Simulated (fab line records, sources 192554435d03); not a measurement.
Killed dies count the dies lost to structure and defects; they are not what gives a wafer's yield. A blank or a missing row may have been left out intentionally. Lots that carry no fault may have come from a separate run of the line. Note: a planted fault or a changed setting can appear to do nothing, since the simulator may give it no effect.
Lot-split experiment / flow n5 finfet / route with 1938 steps; 7 lots, 21 wafers read

## THE SPLIT
At N5_MOL_CONTACT_COAG_EXPOSE_37 (exposes mask VD, defocus 0 nm), the setting dose mj was moved away from the recipe's 62 on 7 of the 21 wafers read, by -5.0% to +5.5%. This setting was run at the recipe's value on the other wafers.

## FROM THE SPLIT TO THE READING: what the file shows between them, 5 steps
- N5_MOL_CONTACT_COAG_ETCH_67: etches SOC in N2/H2, target depth 60 nm, overetch 21 nm, time 101.2 s (also split here: source w)
- N5_MOL_CONTACT_COAG_STRIP_68: strips in N2/H2
- N5_MOL_CONTACT_COAG_STRIP_69: strips in N2/H2
- N5_MOL_CONTACT_COAG_PRECLEAN_138: cleans in alkaline clean, time 60 s
- N5_MOL_CONTACT_COAG_SRD_139: time 30 s

## THE READING
At N5_MOL_CONTACT_COAG_CD_MEAS_101: cd nm in nanometres, against a target cd of 16 nm. On this fab line, fault-free wafers typically give 16.2 nm with a standard deviation of 0.33 nm.

wafer=L074.3; tool, chamber at the split=euv scanner-02, 0; dose mj as run=62; against the recipe=recipe; cd nm, nm=16.0; against lot-mates on the recipe=-
wafer=L074.4; tool, chamber at the split=euv scanner-02, 0; dose mj as run=65.39; against the recipe=+5.5%; cd nm, nm=17.3; against lot-mates on the recipe=+1.3
wafer=L074.6; tool, chamber at the split=euv scanner-02, 0; dose mj as run=65.39; against the recipe=+5.5%; cd nm, nm=17.4; against lot-mates on the recipe=+1.4
wafer=L075.2; tool, chamber at the split=euv scanner-01, 0; dose mj as run=65.04; against the recipe=+4.9%; cd nm, nm=17.0; against lot-mates on the recipe=+0.8
wafer=L075.3; tool, chamber at the split=euv scanner-01, 0; dose mj as run=62; against the recipe=recipe; cd nm, nm=16.2; against lot-mates on the recipe=-
wafer=L075.5; tool, chamber at the split=euv scanner-01, 0; dose mj as run=65.04; against the recipe=+4.9%; cd nm, nm=17.6; against lot-mates on the recipe=+1.4
wafer=L086.2; tool, chamber at the split=euv scanner-01, 0; dose mj as run=62; against the recipe=recipe; cd nm, nm=15.5; against lot-mates on the recipe=-
wafer=L086.5; tool, chamber at the split=euv scanner-01, 0; dose mj as run=62; against the recipe=recipe; cd nm, nm=16.3; against lot-mates on the recipe=-
wafer=L086.6; tool, chamber at the split=euv scanner-01, 0; dose mj as run=62; against the recipe=recipe; cd nm, nm=15.9; against lot-mates on the recipe=-
wafer=L088.1; tool, chamber at the split=euv scanner-02, 0; dose mj as run=62; against the recipe=recipe; cd nm, nm=15.4; against lot-mates on the recipe=-
wafer=L088.3; tool, chamber at the split=euv scanner-02, 0; dose mj as run=62; against the recipe=recipe; cd nm, nm=16.1; against lot-mates on the recipe=-
wafer=L088.5; tool, chamber at the split=euv scanner-02, 0; dose mj as run=58.95; against the recipe=-4.9%; cd nm, nm=14.4; against lot-mates on the recipe=-1.3
wafer=L089.1; tool, chamber at the split=euv scanner-02, 0; dose mj as run=62; against the recipe=recipe; cd nm, nm=16.4; against lot-mates on the recipe=-
wafer=L089.3; tool, chamber at the split=euv scanner-02, 0; dose mj as run=62; against the recipe=recipe; cd nm, nm=16.1; against lot-mates on the recipe=-
wafer=L089.4; tool, chamber at the split=euv scanner-02, 0; dose mj as run=62; against the recipe=recipe; cd nm, nm=15.9; against lot-mates on the recipe=-
wafer=L092.1; tool, chamber at the split=euv scanner-01, 0; dose mj as run=62; against the recipe=recipe; cd nm, nm=15.7; against lot-mates on the recipe=-
wafer=L092.4; tool, chamber at the split=euv scanner-01, 0; dose mj as run=62; against the recipe=recipe; cd nm, nm=16.2; against lot-mates on the recipe=-
wafer=L092.6; tool, chamber at the split=euv scanner-01, 0; dose mj as run=62; against the recipe=recipe; cd nm, nm=15.7; against lot-mates on the recipe=-
wafer=L097.1; tool, chamber at the split=euv scanner-02, 0; dose mj as run=58.87; against the recipe=-5.0%; cd nm, nm=15.0; against lot-mates on the recipe=-1.1
wafer=L097.3; tool, chamber at the split=euv scanner-02, 0; dose mj as run=58.87; against the recipe=-5.0%; cd nm, nm=15.3; against lot-mates on the recipe=-0.8
wafer=L097.4; tool, chamber at the split=euv scanner-02, 0; dose mj as run=62; against the recipe=recipe; cd nm, nm=16.1; against lot-mates on the recipe=-

THE FIT
A straight line over all 21 wafers: cd nm changes by +0.24 nm for each +1% of dose mj; r = +0.92; the points scatter about the line by 0.31 nm.
The same after taking each lot's own level away (the mean of its wafers on the recipe; 21 wafers): +0.228 nm for each +1%; r = +0.94; scatter 0.26 nm.
Per that fit: largest dose mj move, reading shift of 1.2 nm.
The lots' own levels span 15.75 to 16.20 nm, that is 1.4 times the standard deviation above.
So the lot-to-lot level changes the slope little: the two slopes agree.
Check: +1.25 nm against its lot-mates is what the line predicts for one of the wafers moved furthest among these (+5.5%) when that wafer is left out of the fit. Against them it came out at +1.3 nm.

## FURTHER SPLITS ON THESE WAFERS
Before the reading, these wafers also passed through other splits. Each is held against what the fit with the lots' levels taken away leaves over:
other split on the same wafers=N5_GATE_CUT_COAT_27 spin rpm; wafers away from the commonest value=8; r with cd nm (lot level and that fit taken away)=-0.16
other split on the same wafers=N5_MOL_CONTACT_COAG_CONTACT_ETCH_14 source w; wafers away from the commonest value=4; r with cd nm (lot level and that fit taken away)=+0.17
other split on the same wafers=N5_MOL_CONTACT_COAG_ETCH_67 source w; wafers away from the commonest value=11; r with cd nm (lot level and that fit taken away)=+0.15

## THE FILE'S OWN FIT
cd nm changes by +0.235 nm for each +1% of dose mj, r = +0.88.
